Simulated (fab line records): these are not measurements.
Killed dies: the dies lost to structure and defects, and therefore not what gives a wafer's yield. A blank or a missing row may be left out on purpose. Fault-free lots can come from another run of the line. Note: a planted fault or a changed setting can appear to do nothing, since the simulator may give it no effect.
Chamber matching || flow nandHarc || cmp-03 running NHARC_A_M1_CMP_23: 4 sister chambers
The step polishes, t overpolish 20 s, target thk 154.34 nm. 8 wafers are shown with their chamber, then 7 later ones without.

== WAFERS, EACH WITH ITS CHAMBER ==
{"wafer": "L960.5", "chamber": 3, "motorCurrentA (A)": 13.1, "timeToEndpointS (s)": 29.9}
{"wafer": "L964.2", "chamber": 2, "motorCurrentA (A)": 13.9, "timeToEndpointS (s)": 31.0}
{"wafer": "L964.6", "chamber": 0, "motorCurrentA (A)": 12.7, "timeToEndpointS (s)": 29.4}
{"wafer": "L975.1", "chamber": 1, "motorCurrentA (A)": 12.1, "timeToEndpointS (s)": 31.1}
{"wafer": "L975.3", "chamber": 0, "motorCurrentA (A)": 13.5, "timeToEndpointS (s)": 25.7}
{"wafer": "L975.4", "chamber": 3, "motorCurrentA (A)": 13.4, "timeToEndpointS (s)": 29.2}
{"wafer": "L976.1", "chamber": 1, "motorCurrentA (A)": 12.3, "timeToEndpointS (s)": 33.3}
{"wafer": "L976.5", "chamber": 2, "motorCurrentA (A)": 14.1, "timeToEndpointS (s)": 27.2}

== WAFERS MISSING THEIR CHAMBER ==
{"wafer": "L976.6", "motorCurrentA (A)": 12.9, "timeToEndpointS (s)": 28.8}
{"wafer": "L977.1", "motorCurrentA (A)": 13.0, "timeToEndpointS (s)": 26.2}
{"wafer": "L977.2", "motorCurrentA (A)": 12.9, "timeToEndpointS (s)": 29.6}
{"wafer": "L977.3", "motorCurrentA (A)": 12.7, "timeToEndpointS (s)": 31.1}
{"wafer": "L979.1", "motorCurrentA (A)": 13.2, "timeToEndpointS (s)": 31.6}
{"wafer": "L979.2", "motorCurrentA (A)": 13.8, "timeToEndpointS (s)": 26.2}
{"wafer": "L979.6", "motorCurrentA (A)": 13.2, "timeToEndpointS (s)": 26.4}

== WHICH CHAMBER EACH ONE RAN IN ==
{"wafer": "L976.6", "from the rows above": "can't be placed: 0 or 3 or 1", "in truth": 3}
{"wafer": "L977.1", "from the rows above": "can't be placed: 0 or 3", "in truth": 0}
{"wafer": "L977.2", "from the rows above": "can't be placed: 3 or 0 or 1", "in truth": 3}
{"wafer": "L977.3", "from the rows above": "can't be placed: 1 or 3 or 0", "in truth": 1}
{"wafer": "L979.1", "from the rows above": "can't be placed: 3 or 0 or 2", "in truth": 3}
{"wafer": "L979.2", "from the rows above": "can't be placed: 2 or 0 or 3", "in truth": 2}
{"wafer": "L979.6", "from the rows above": "can't be placed: 0 or 3", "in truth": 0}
Correct placement for 0 of the 7. Cannot be placed on the basis of these rows: 7; the candidates contain the true chamber in 7. Placed wrongly: 0.
How it was worked out, from the rows above alone: a wafer's distance from a chamber is the root of the sum, over the readings, of the square of ((its reading less the chamber's mean) divided by the reading's scatter). The wafer belongs to the nearest chamber; if the next one is less than 2 further off, it can't be placed. Each chamber's mean is taken over the wafers shown for it. The scatter: the root of (the sum of the squares of (reading less its chamber's mean) over the shown wafers, divided by (wafers less chambers)).
